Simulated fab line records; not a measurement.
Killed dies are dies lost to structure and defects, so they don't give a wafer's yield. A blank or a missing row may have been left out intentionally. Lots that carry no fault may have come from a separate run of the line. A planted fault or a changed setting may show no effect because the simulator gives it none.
Chamber matching ; flow n5-finfet ; N5_MOL_CONTACT_COAG_ETCHBACK_135 on rie-diel-03: 4 sister chambers
The step etches SiO2 in CHF3, target depth 25 nm, time 16.7 s. 8 wafers are shown with their chamber, then 9 later ones without.

## WAFERS PAIRED WITH THEIR CHAMBERS
wafer;chamber;showerhead-plenum-p-Torr (Torr);rf-vpp-V (V)
L079.5;2;2.41;522
L082.1;2;2.40;521
L082.2;3;2.46;535
L084.4;1;2.44;515
L084.5;3;2.46;535
L085.2;0;2.19;535
L085.5;1;2.43;513
L085.6;0;2.19;536

## WAFERS WITHOUT THEIR CHAMBER
wafer;showerhead-plenum-p-Torr (Torr);rf-vpp-V (V)
L086.2;2.19;537
L086.5;2.19;537
L086.6;2.45;536
L090.1;2.40;520
L090.4;2.18;537
L090.6;2.43;516
L092.1;2.43;513
L092.2;2.39;520
L092.3;2.18;536

## CHAMBER TAKEN BY EACH
wafer;from the rows above;in truth
L086.2;0;0
L086.5;0;0
L086.6;3;3
L090.1;2;2
L090.4;0;0
L090.6;1;1
L092.1;1;1
L092.2;2;2
L092.3;0;0
Placed correctly: 9 of 9. From these rows, 0 cannot be placed. Number placed wrongly: 0.
How it was worked out, from the rows above alone: a wafer's distance from a chamber is the root of the sum, over the readings, of the square of ((its reading less the chamber's mean) divided by the reading's scatter). If the next closest chamber is less than 2 further off than the closest, the wafer can't be placed; otherwise it belongs to the closest. For every chamber, the mean is computed from those of its wafers that are shown. The scatter: the root of (the sum of the squares of (reading less its chamber's mean) over the shown wafers, divided by (wafers less chambers)).
